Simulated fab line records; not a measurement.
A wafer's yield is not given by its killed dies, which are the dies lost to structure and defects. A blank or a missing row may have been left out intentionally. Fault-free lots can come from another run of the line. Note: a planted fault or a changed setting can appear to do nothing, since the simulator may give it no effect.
fab line records | flow n5_finfet
record lots=5 | wafers=15 | last_day=17
route steps=1938 shown BEOL_M8@1338 PASSIVATION@1936
lots that met no fault: from a run of the same line without faults
start_h: start of the lot's first displayed wafer, in hours after the record's first day | wait_h: time in hours since the lot's previous step | " repeats the value in the row above | L1.1+2: several wafers, shown together as one row | - no value present, or no start provided | * or withheld: withheld | < > ~ a bound
route shown NAME@n: names a module that has steps shown in the file, with the first one's number in the route | usual: mean/standard deviation of fault-free wafers | same: alike in all rows | chamber/n: place in a boat | sites: each site's reading | _std_site: the standard deviation of these | _edge_site: outer sites' mean less inner sites' | radius_mm: how far each site lies from the wafer's centre | mask NAME#n: copy n | behind: the last tool/chamber to shape the wafer | hold: why the lot went on hold/how many hours it stayed there/how the hold came to an end | device: names the non-switching transistor (n, p or np) | end of line: at the end of the route, the tests of the same wafers | a step without rows: its recipe alone | killed: dies lost to structure and defects at the first sort, not the wafer's yield | map: a wafer's dies, x killed, . not, _ none there
set.NAME: the setting that was run; set.NAME@STEP: the one run at that earlier step | model.NAME: the simulator's own value behind a step, which no gauge read
lots at selected steps of the route; one table per step, one row per wafer
services: from which hour (start_h, from the record's first day; less than 0 if before it) a tool's chamber was out of use, for how many hours, and why
## steps
# step N5_BEOL_M8_COAT_60
# recipe resist=SiARC | temp_c=220 | time_s=60 | spin_rpm=1500 | resist_thk_nm=35
# step N5_BEOL_M8_COAT_05
# recipe resist=CAR-ArF | spin_rpm=1500 | resist_thk_nm=90
# step N5_BEOL_M8_EBR_07
# recipe solvent=PGMEA | ebr_width_mm=1.5
# step N5_BEOL_M8_SOFTBAKE_06
# recipe temp_c=110 | time_s=60 | resist=CAR-ArF
# step N5_BEOL_M8_EXPOSE_08
# recipe mask_id=M8 | na=1.35 | source_shape=dipole | sigma_inner=0.817 | sigma_outer=0.97 | polarization=te | dose_mj=68.25
# step N5_BEOL_M8_PEB_09
# recipe peb_temp_c=withheld | peb_time_s=60 | resist=CAR-ArF
# step N5_BEOL_M8_DEVELOP_10
# recipe develop_time_s=30 | developer=TMAH | resist=CAR-ArF | rinse_liquid=diw | dry=air_spin | dev_temp_c=23
# step N5_BEOL_M8_CD_MEAS_11
# recipe target_cd_nm=38.5 | landing_energy_ev=500 | detector=se_inlens | polarity=opening
# usual cd_nm=38.9/0.63
lot.wafer | tool      | chamber | start_h | wait_h | cd_nm
L338.1    | cd_sem-03 | 0       | 198.10  | -      | 40.1
L338.3    | "         | 0       | "       | "      | 39.2
L338.5    | "         | 0       | "       | "      | 40.3
L340.3    | cd_sem-03 | 0       | 205.89  | -      | 39.6
L340.4    | "         | 0       | "       | "      | 38.3
L340.6    | "         | 0       | "       | "      | 39.3
L347.1    | cd_sem-02 | 0       | 261.25  | -      | 39.1
L347.4    | "         | 0       | "       | "      | 39.8
L347.5    | "         | 0       | "       | "      | 39.1
L352.1    | cd_sem-01 | 0       | 277.21  | -      | 39.2
L352.3    | "         | 0       | "       | "      | 39.5
L352.4    | "         | 0       | "       | "      | 39.5
L359.1    | cd_sem-01 | 0       | 335.36  | -      | 39.2
L359.2    | "         | 0       | "       | "      | 38.6
L359.4    | "         | 0       | "       | "      | 39.5
# step N5_BEOL_M8_OVL_MEAS_12
# recipe points_per_wafer=44
# usual M8_OVL=-0.1/0.71
lot.wafer | tool       | chamber | start_h | wait_h | M8_OVL[nm]
L338.1    | overlay-01 | 0       | 198.13  | 0.0    | -0.2
L338.3    | "          | 0       | "       | "      | -0.3
L338.5    | "          | 0       | "       | "      | -0.6
L340.3    | overlay-01 | 0       | 205.92  | 0.0    | -0.4
L340.4    | "          | 0       | "       | "      | -0.6
L340.6    | "          | 0       | "       | "      | 0.4
L347.1    | overlay-02 | 0       | 261.28  | 0.0    | 0.2
L347.4    | "          | 0       | "       | "      | 0.2
L347.5    | "          | 0       | "       | "      | -0.7
L352.1    | overlay-02 | 0       | 277.24  | 0.0    | -0.2
L352.3    | "          | 0       | "       | "      | 0.2
L352.4    | "          | 0       | "       | "      | 0.6
L359.1    | overlay-01 | 0       | 335.39  | 0.0    | -0.7
L359.2    | "          | 0       | "       | "      | 0.2
L359.4    | "          | 0       | "       | "      | 0.2
# step N5_BEOL_M8_INSPECT_13
# recipe mode=adi | inspect_instrument=brightfield
# usual raw_defect_count=370/84
lot.wafer | tool              | chamber | start_h | wait_h | raw_defect_count
L338.1    | defect_inspect-01 | -       | 198.16  | 0.0    | 442
L338.3    | "                 | -       | "       | "      | 380
L338.5    | "                 | -       | "       | "      | 407
L340.3    | defect_inspect-02 | -       | 205.95  | 0.0    | 308
L340.4    | "                 | -       | "       | "      | 341
L340.6    | "                 | -       | "       | "      | 361
L347.1    | defect_inspect-02 | -       | 261.31  | 0.0    | 309
L347.4    | "                 | -       | "       | "      | 311
L347.5    | "                 | -       | "       | "      | 298
L352.1    | defect_inspect-01 | -       | 277.26  | 0.0    | 240
L352.3    | "                 | -       | "       | "      | 231
L352.4    | "                 | -       | "       | "      | 301
L359.1    | defect_inspect-02 | -       | 335.41  | 0.0    | 387
L359.2    | "                 | -       | "       | "      | 283
L359.4    | "                 | -       | "       | "      | 377
# step N5_BEOL_M8_DESCUM_16
# recipe chemistry=O2 | time_s=7.9 | source_power_w=50 | bias_power_w=20 | pressure_mtorr=20 | rf_frequency_hz=2.712e+07 | temp_c=40 | resist=CAR-ArF | o2_flow_sccm=225
# usual drypump_motor_current_A=5.3/0.55 | oes_product_au=0.80/0.1 | rf_vpp_V=243.0/1.4 | showerhead_plenum_p_Torr=2.08/0.075 | throttle_valve_pct=20.37/0.21
lot.wafer | tool        | chamber | start_h | wait_h | drypump_motor_current_A | oes_product_au | rf_hours_counter_h | rf_vpp_V | showerhead_plenum_p_Torr | throttle_valve_pct
L338.1    | rie_diel-01 | 1       | 198.19  | 0.0    | 4.7                     | 0.72           | 203                | 244.1    | 2.15                     | 20.54
L338.3    | "           | 2       | "       | "      | 6.3                     | 0.68           | 248                | 241.3    | 2.04                     | 20.43
L338.5    | "           | 0       | "       | "      | 4.9                     | 0.92           | -                  | 242.0    | 2.05                     | 20.24
L340.3    | rie_diel-04 | 1       | 205.98  | 0.0    | 5.4                     | 0.94           | 13                 | 246.9    | 2.25                     | 20.29
L340.4    | "           | 2       | "       | "      | 5.3                     | 0.70           | 205                | 241.0    | 2.03                     | 20.49
L340.6    | "           | 3       | "       | "      | 4.9                     | 0.68           | -                  | 245.4    | 2.14                     | 20.66
L347.1    | rie_diel-01 | 3       | 261.34  | 0.0    | 4.9                     | 0.93           | 19                 | 242.5    | 2.06                     | 20.13
L347.4    | "           | 1       | "       | "      | 4.7                     | 0.71           | 229                | 245.4    | 2.14                     | 20.59
L347.5    | "           | 1       | "       | "      | 4.7                     | 0.70           | -                  | 244.1    | 2.14                     | 20.59
L352.1    | rie_diel-04 | 0       | 277.30  | 0.0    | 5.5                     | 0.92           | 24                 | 242.1    | 2.02                     | 20.33
L352.3    | "           | 1       | "       | "      | 5.3                     | 0.89           | 37                 | 245.9    | 2.24                     | 20.33
L352.4    | "           | 2       | "       | "      | 5.3                     | 0.68           | 231                | 240.7    | 2.02                     | 20.53
L359.1    | rie_diel-04 | 0       | 335.45  | 0.0    | 5.5                     | 0.87           | 50                 | 241.8    | 2.01                     | 20.35
L359.2    | "           | 1       | "       | "      | 5.4                     | 0.84           | 63                 | 245.4    | 2.23                     | 20.36
L359.4    | "           | 1       | "       | "      | 5.3                     | 0.85           | -                  | 245.9    | 2.23                     | 20.36
# step N5_BEOL_M8_ETCH_61
# recipe chemistry=CF4 | target=SiARC | target_depth_a=455 | mask_material=CAR-ArF | time_s=75.8 | ion_energy_ev=80 | pressure_mtorr=40 | source_w=545 | bias_w=36 | Ar_flow_sccm=100 | cf4_flow_sccm=100 | ends=cleared
# usual cf4_flow_sccm=99.97/0.29 | drypump_motor_current_A=5.3/0.55 | etch_rf_on_time_s=76.8/2 | mfc_ar_sccm=100.0/0.34 | oes_product_au=0.68/0.086 | rf_vpp_V=183.8/1.2 | showerhead_plenum_p_Torr=2.13/0.071 | throttle_valve_pct=15.54/0.26
lot.wafer | tool        | chamber | start_h | wait_h | cf4_flow_sccm | drypump_motor_current_A | etch_rf_on_time_s | mfc_ar_sccm | oes_product_au | rf_hours_counter_h | rf_vpp_V | showerhead_plenum_p_Torr | throttle_valve_pct
L338.1    | rie_diel-01 | 1       | 198.23  | 0.0    | 99.85         | 4.7                     | 76.2              | 100.3       | 0.62           | 203                | 184.8    | 2.21                     | 15.75
L338.3    | "           | 2       | "       | "      | 100.29        | 6.3                     | 79.9              | 100.2       | 0.56           | 248                | 184.3    | 2.09                     | 15.76
L338.5    | "           | 0       | "       | "      | 99.65         | 4.9                     | 76.9              | 100.2       | 0.77           | -                  | 182.8    | 2.12                     | 15.47
L340.3    | rie_diel-04 | 1       | 206.01  | 0.0    | 100.03        | 5.3                     | 76.3              | 99.7        | 0.78           | 13                 | 187.7    | 2.26                     | 15.22
L340.4    | "           | 2       | "       | "      | 100.38        | 5.3                     | 75.2              | 100.4       | 0.61           | 205                | 183.0    | 2.04                     | 15.46
L340.6    | "           | 3       | "       | "      | 99.96         | 4.9                     | 78.9              | 100.1       | 0.59           | -                  | 183.1    | 2.22                     | 16.02
L347.1    | rie_diel-01 | 3       | 261.38  | 0.0    | 100.04        | 4.9                     | 74.3              | 99.9        | 0.79           | 19                 | 183.8    | 2.09                     | 15.09
L347.4    | "           | 1       | "       | "      | 99.71         | 4.7                     | 76.8              | 99.8        | 0.60           | 229                | 184.2    | 2.20                     | 15.80
L347.5    | "           | 1       | "       | "      | 99.68         | 4.7                     | 76.0              | 99.9        | 0.61           | -                  | 184.7    | 2.20                     | 15.80
L352.1    | rie_diel-04 | 0       | 277.33  | 0.0    | 100.08        | 5.5                     | 75.2              | 100.2       | 0.79           | 24                 | 182.1    | 2.10                     | 15.64
L352.3    | "           | 1       | "       | "      | 99.59         | 5.3                     | 77.9              | 99.6        | 0.74           | 37                 | 186.6    | 2.25                     | 15.27
L352.4    | "           | 2       | "       | "      | 99.74         | 5.3                     | 76.7              | 99.9        | 0.58           | 231                | 183.2    | 2.04                     | 15.51
L359.1    | rie_diel-04 | 0       | 335.48  | 0.0    | 99.68         | 5.4                     | 76.7              | 100.1       | 0.75           | 50                 | 185.4    | 2.10                     | 15.70
L359.2    | "           | 1       | "       | "      | 99.66         | 5.3                     | 77.6              | 99.6        | 0.71           | 63                 | 185.0    | 2.24                     | 15.33
L359.4    | "           | 1       | "       | "      | 100.04        | 5.3                     | 77.8              | 100.1       | 0.70           | -                  | 187.6    | 2.24                     | 15.33
# step N5_BEOL_M8_ETCH_62
# recipe chemistry=N2/H2 | target=SOC | target_depth_a=1100 | overetch_a=220 | mask_material=SiARC | temp_c=40 | time_s=165 | ion_energy_ev=200 | pressure_mtorr=30 | source_w=840 | bias_w=150 | n2_flow_sccm=200 | h2_flow_sccm=200
# usual drypump_motor_current_A=5.3/0.55 | oes_product_au=0.68/0.083 | rf_vpp_V=523.3/2.6 | showerhead_plenum_p_Torr=2.53/0.083 | throttle_valve_pct=17.78/0.23
lot.wafer | tool        | chamber | start_h | wait_h | drypump_motor_current_A | oes_product_au | rf_hours_counter_h | rf_vpp_V | showerhead_plenum_p_Torr | throttle_valve_pct
L338.1    | rie_diel-01 | 1       | 198.28  | 0.0    | 4.7                     | 0.61           | 203                | 527.1    | 2.62                     | 17.93
L338.3    | "           | 2       | "       | "      | 6.3                     | 0.57           | 248                | 522.4    | 2.51                     | 18.04
L338.5    | "           | 0       | "       | "      | 4.9                     | 0.79           | -                  | 523.7    | 2.47                     | 17.47
L340.3    | rie_diel-04 | 1       | 206.07  | 0.0    | 5.3                     | 0.78           | 13                 | 529.1    | 2.71                     | 17.64
L340.4    | "           | 2       | "       | "      | 5.3                     | 0.60           | 205                | 521.4    | 2.44                     | 17.77
L340.6    | "           | 3       | "       | "      | 4.9                     | 0.59           | -                  | 526.7    | 2.61                     | 18.08
L347.1    | rie_diel-01 | 3       | 261.43  | 0.0    | 4.9                     | 0.78           | 19                 | 523.4    | 2.50                     | 17.43
L347.4    | "           | 1       | "       | "      | 4.7                     | 0.58           | 229                | 525.5    | 2.61                     | 17.98
L347.5    | "           | 1       | "       | "      | 4.7                     | 0.60           | -                  | 527.0    | 2.61                     | 17.98
L352.1    | rie_diel-04 | 0       | 277.39  | 0.0    | 5.4                     | 0.78           | 24                 | 522.0    | 2.49                     | 17.93
L352.3    | "           | 1       | "       | "      | 5.3                     | 0.74           | 37                 | 527.6    | 2.70                     | 17.69
L352.4    | "           | 2       | "       | "      | 5.3                     | 0.58           | 231                | 521.1    | 2.43                     | 17.82
L359.1    | rie_diel-04 | 0       | 335.54  | 0.0    | 5.5                     | 0.74           | 50                 | 520.3    | 2.48                     | 18.00
L359.2    | "           | 1       | "       | "      | 5.3                     | 0.71           | 63                 | 525.9    | 2.69                     | 17.73
L359.4    | "           | 1       | "       | "      | 5.4                     | 0.71           | -                  | 528.1    | 2.69                     | 17.73
# step N5_BEOL_M8_STRIP_68
# recipe chemistry=N2/H2 | temp_c=40 | n2_flow_sccm=200 | h2_flow_sccm=200 | rf_frequency_hz=6e+07
# step N5_BEOL_M8_STRIP_67
# recipe chemistry=CF4 | resist=SiARC | power_w=300 | bias_power_w=75 | pressure_mtorr=50 | cf4_flow_sccm=150 | rf_frequency_hz=6e+07
# usual cf4_flow_sccm=149.9/0.46 | drypump_motor_current_A=5.3/0.55 | oes_product_au=0.80/0.098 | rf_vpp_V=270.8/1.6 | showerhead_plenum_p_Torr=1.78/0.06 | throttle_valve_pct=13.52/0.26
lot.wafer | tool        | chamber | start_h | wait_h | cf4_flow_sccm | drypump_motor_current_A | oes_product_au | rf_hours_counter_h | rf_vpp_V | showerhead_plenum_p_Torr | throttle_valve_pct
L338.1    | rie_diel-01 | 1       | 198.43  | 0.0    | 150.6         | 4.7                     | 0.72           | 203                | 275.0    | 1.84                     | 13.72
L338.3    | "           | 2       | "       | "      | 149.3         | 6.3                     | 0.68           | 248                | 270.0    | 1.75                     | 13.79
L338.5    | "           | 0       | "       | "      | 149.2         | 4.9                     | 0.93           | -                  | 269.4    | 1.78                     | 13.39
L340.3    | rie_diel-04 | 1       | 206.22  | 0.0    | 150.1         | 5.3                     | 0.91           | 13                 | 273.1    | 1.89                     | 13.19
L340.4    | "           | 2       | "       | "      | 149.7         | 5.3                     | 0.71           | 206                | 269.6    | 1.72                     | 13.47
L340.6    | "           | 3       | "       | "      | 149.5         | 4.8                     | 0.70           | -                  | 271.6    | 1.86                     | 13.97
L347.1    | rie_diel-01 | 3       | 261.58  | 0.0    | 150.3         | 4.8                     | 0.91           | 19                 | 269.5    | 1.76                     | 13.11
L347.4    | "           | 1       | "       | "      | 149.5         | 4.7                     | 0.71           | 229                | 271.9    | 1.83                     | 13.79
L347.5    | "           | 1       | "       | "      | 150.0         | 4.7                     | 0.70           | -                  | 272.4    | 1.83                     | 13.80
L352.1    | rie_diel-04 | 0       | 277.53  | 0.0    | 150.4         | 5.4                     | 0.93           | 24                 | 269.6    | 1.77                     | 13.58
L352.3    | "           | 1       | "       | "      | 150.3         | 5.3                     | 0.87           | 37                 | 272.7    | 1.89                     | 13.26
L352.4    | "           | 2       | "       | "      | 149.6         | 5.3                     | 0.69           | 231                | 269.1    | 1.71                     | 13.54
L359.1    | rie_diel-04 | 0       | 335.68  | 0.0    | 149.7         | 5.4                     | 0.88           | 50                 | 268.3    | 1.76                     | 13.63
L359.2    | "           | 1       | "       | "      | 149.4         | 5.4                     | 0.84           | 63                 | 272.5    | 1.88                     | 13.31
L359.4    | "           | 1       | "       | "      | 149.2         | 5.3                     | 0.84           | -                  | 275.1    | 1.88                     | 13.31
# step N5_BEOL_M8_HM_OPEN_17
# recipe chemistry=Cl2/BCl3 | target_depth_a=200 | overetch_a=60 | target=TiN | mask_material=SOC | ion_energy_ev=150 | pressure_mtorr=10 | icp_w=1000 | bias_w=126 | Cl2_flow_sccm=53.25 | bcl3_flow_sccm=21.75 | Ar_flow_sccm=25
# usual bcl3_flow_sccm=21.76/0.062 | drypump_motor_current_A=5.6/0.41 | mfc_ar_sccm=25.01/0.069 | oes_product_au=0.67/0.053 | throttle_valve_pct=22.07/0.15
lot.wafer | tool         | chamber | start_h | wait_h | bcl3_flow_sccm | drypump_motor_current_A | mfc_ar_sccm | oes_product_au | rf_hours_counter_h | throttle_valve_pct | model.etch.depth_nm
L338.1    | rie_metal-01 | 0       | 198.47  | 0.0    | 21.79          | 5.9                     | 24.97       | 0.68           | 39                 | 21.89              | 20.06
L338.3    | "            | 1       | "       | "      | 21.75          | 5.2                     | 25.01       | 0.79           | -                  | 21.92              | 20.11
L338.5    | "            | 0       | "       | "      | 21.81          | 5.9                     | 25.08       | 0.68           | -                  | 21.88              | 20.07
L340.3    | rie_metal-03 | 0       | 206.29  | 0.1    | 21.84          | 5.3                     | 24.96       | 0.74           | -                  | 22.11              | 19.83
L340.4    | "            | 1       | "       | "      | 21.83          | 5.7                     | 25.00       | 0.65           | -                  | 22.17              | 19.95
L340.6    | "            | 0       | "       | "      | 21.69          | 5.2                     | 24.97       | 0.73           | -                  | 22.10              | 19.76
L347.1    | rie_metal-03 | 1       | 261.62  | 0.0    | 21.75          | 5.6                     | 24.97       | 0.64           | 45                 | 22.17              | 19.65
L347.4    | "            | 0       | "       | "      | 21.71          | 5.2                     | 25.07       | 0.70           | -                  | 22.13              | 19.1
L347.5    | "            | 1       | "       | "      | 21.86          | 5.7                     | 25.04       | 0.64           | -                  | 22.16              | 19.79
L352.1    | rie_metal-02 | 1       | 277.57  | 0.0    | 21.93          | 5.2                     | 24.88       | 0.63           | 55                 | 21.99              | 19.71
L352.3    | "            | 0       | "       | "      | 21.69          | 6.2                     | 25.14       | 0.61           | -                  | 22.34              | 19.48
L352.4    | "            | 1       | "       | "      | 21.83          | 5.2                     | 24.98       | 0.62           | -                  | 21.99              | 19.48
L359.1    | rie_metal-02 | 1       | 335.72  | 0.0    | 21.72          | 5.2                     | 24.99       | 0.60           | 62                 | 22.02              | 19.21
L359.2    | "            | 0       | "       | "      | 21.85          | 6.2                     | 25.14       | 0.59           | 78                 | 22.37              | 19.54
L359.4    | "            | 0       | "       | "      | 21.80          | 6.2                     | 25.10       | 0.60           | -                  | 22.36              | 19.6
# step N5_BEOL_M8_STRIP_19
# recipe chemistry=O2 | power_w=400 | temp_c=40 | pressure_mtorr=30 | rf_frequency_hz=6e+07 | bias_power_w=0 | overash_fraction=0.2 | o2_flow_sccm=225
# usual drypump_motor_current_A=5.4/0.54 | oes_product_au=0.80/0.097 | rf_vpp_V=3.6/0.55 | showerhead_plenum_p_Torr=2.07/0.077 | throttle_valve_pct=16.59/0.23
# same overash_fraction=0.2
lot.wafer | tool        | chamber | start_h | wait_h | drypump_motor_current_A | oes_product_au | rf_hours_counter_h | rf_vpp_V | showerhead_plenum_p_Torr | throttle_valve_pct
L338.1    | rie_diel-01 | 1       | 198.59  | 0.1    | 4.7                     | 0.72           | 203                | 4.2      | 2.16                     | 16.79
L338.3    | "           | 2       | "       | "      | 6.3                     | 0.69           | 248                | 3.1      | 2.04                     | 16.80
L338.5    | "           | 2       | "       | "      | 6.3                     | 0.69           | -                  | 2.7      | 2.04                     | 16.82
L340.3    | rie_diel-05 | 0       | 206.37  | 0.1    | 5.9                     | 0.90           | 20                 | 3.4      | 2.04                     | 16.17
L340.4    | "           | 2       | "       | "      | 5.2                     | 0.82           | 76                 | 2.6      | 2.13                     | 16.36
L340.6    | "           | 3       | "       | "      | 4.9                     | 0.73           | -                  | 3.7      | 2.01                     | 16.87
L347.1    | rie_diel-01 | 3       | 261.75  | 0.1    | 4.9                     | 0.93           | 19                 | 3.3      | 2.07                     | 16.31
L347.4    | "           | 0       | "       | "      | 4.9                     | 0.88           | 43                 | 3.8      | 2.04                     | 16.49
L347.5    | "           | 1       | "       | "      | 4.7                     | 0.70           | -                  | 3.8      | 2.15                     | 16.86
L352.1    | rie_diel-05 | 2       | 277.82  | 0.2    | 5.2                     | 0.79           | 103                | 3.8      | 2.12                     | 16.39
L352.3    | "           | 3       | "       | "      | 4.9                     | 0.70           | 223                | 3.3      | 2.00                     | 16.94
L352.4    | "           | 0       | "       | "      | 6.0                     | 0.86           | 47                 | 3.6      | 2.03                     | 16.21
L359.1    | rie_diel-05 | 0       | 335.90  | 0.1    | 5.9                     | 0.84           | 67                 | 3.7      | 2.02                     | 16.26
L359.2    | "           | 2       | "       | "      | 5.2                     | 0.78           | 113                | 2.9      | 2.12                     | 16.42
L359.4    | "           | 3       | "       | "      | 4.9                     | 0.69           | 243                | 3.2      | 1.99                     | 17.00
# step N5_PASSIVATION_PROBE_49
# usual defect_limited_yield=91.1/1.5 | killed_at_M0_to_M3=35/11 | killed_at_M4_up=13/5.7 | killed_at_contacts=12/5.7 | killed_at_front_end=40/11 | killed_at_other=4/4.4 | killed_dies=105/18 | killed_open=68/14 | killed_short=34/7.4 | sort_bin_5_function=5.2/1 | sort_bin_6_memory=3.3/0.67 | sort_n_pass=1074/18 | sort_yield_pct=91.0/1.5
# same gross_dies=1180 | killed_at_back_side=0 | sort_bin_4_leakage[%]=0 | sort_bin_8_speed[%]=0
lot.wafer | tool      | chamber | start_h | wait_h | defect_limited_yield[%] | killed_at_M0_to_M3 | killed_at_M4_up | killed_at_contacts | killed_at_front_end | killed_at_other | killed_dies | killed_open | killed_short | sort_bin_5_function[%] | sort_bin_6_memory[%] | sort_n_pass | sort_yield_pct[%]
L340.3    | prober-01 | -       | 268.84  | 0.1    | 89.7                    | 51                 | 13              | 9                  | 48                  | 1               | 122         | 83          | 37           | 5.8                    | 4.0                  | 1058        | 89.7
L340.4    | prober-01 | -       | 268.89  | 0.2    | 88.6                    | 40                 | 24              | 16                 | 52                  | 3               | 135         | 99          | 35           | 6.0                    | 5.3                  | 1045        | 88.6
L340.6    | prober-01 | -       | 268.99  | 0.3    | 89.3                    | 56                 | 12              | 4                  | 48                  | 6               | 126         | 86          | 38           | 6.4                    | 3.7                  | 1054        | 89.3
# killed by level:class
L340.3 STI_FIN_REVEAL:geometric_particle:open=16 BEOL_M1:geometric_particle:open=16 BEOL_M0_SAQP:geometric_particle:short=9 DUMMY_GATE:geometric_particle:open=7 BEOL_M2:geometric_particle:open=7 FIN_SAQP:geometric_particle:short=6 BEOL_M4:geometric_particle:open=6 BEOL_M0_SAQP:geometric_particle:open=6
L340.4 STI_FIN_REVEAL:geometric_particle:open=15 FIN_SAQP:geometric_particle:open=14 MOL_CONTACT_COAG:geometric_particle:open=14 BEOL_M4:geometric_particle:open=13 BEOL_M3:geometric_particle:open=12 BEOL_M0_SAQP:geometric_particle:short=11 BEOL_M0_SAQP:geometric_particle:open=8 STARTING-WAFER:geometric_particle:short=7
L340.6 BEOL_M3:geometric_particle:open=22 STI_FIN_REVEAL:geometric_particle:open=15 BEOL_M0_SAQP:geometric_particle:short=14 FIN_SAQP:geometric_particle:open=10 BEOL_M0_SAQP:geometric_particle:open=9 BEOL_M4:geometric_particle:open=7 DUMMY_GATE:geometric_particle:open=5 GATE_CUT:geometric_particle:short=4
## services
tool         | chamber | start_h | hours | kind
rie_diel-04  | 0       | 177.71  | -     | clean
rie_diel-04  | 0       | 177.71  | -     | consumable_replace:focus_ring
rie_diel-04  | 0       | 177.71  | 25.2  | scheduled_down
rie_diel-04  | 0       | 177.71  | 25.2  | vent_cycle
rie_metal-02 | 0       | 186.25  | 6.2   | repair
rie_diel-04  | -       | 235.24  | 2.8   | pm
rie_diel-04  | -       | 240.99  | 2.6   | repair
rie_metal-01 | -       | 242.11  | 2.8   | pm
rie_metal-03 | -       | 244.88  | 15.6  | pm
rie_diel-05  | 1       | 254.24  | 8.0   | repair
rie_metal-02 | -       | 268.80  | 1.4   | pm
rie_diel-01  | 0       | 269.87  | 1.4   | repair
rie_metal-03 | -       | 275.15  | 2.8   | pm
rie_diel-05  | -       | 282.41  | 10.9  | repair
rie_diel-04  | 3       | 299.41  | -     | clean
rie_diel-04  | 3       | 299.41  | -     | consumable_replace:focus_ring
rie_diel-04  | 3       | 299.41  | 19.9  | scheduled_down
rie_diel-04  | 3       | 299.41  | 19.9  | vent_cycle
rie_diel-05  | 2       | 299.44  | 23.6  | repair
rie_diel-05  | 1       | 319.97  | 6.9   | repair
rie_diel-04  | 2       | 320.59  | 4.6   | repair
rie_diel-04  | 2       | 325.46  | -     | clean
rie_diel-04  | 2       | 325.46  | -     | consumable_replace:focus_ring
rie_diel-04  | 2       | 325.46  | -     | consumable_replace:showerhead
## key
first_sign none at tools or gauges
model_effect step=N5_BEOL_M8_HM_OPEN_17 | value=etch.depth_nm | without=20.12 | struck=19.1
met_at N5_BEOL_M8_ETCH_62
struck_wafers L347.4
onset_between 198.28 261.43
fault kind=process_parameter_drift | tool=rie_diel-01 | chamber=- | onset_h=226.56 | steps=N5_BEOL_M8_ETCH_62 | channel=time_s | offset=* | shape=step | end_h=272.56 | scope=struck_wafers_only | acts_in=* | stated=*
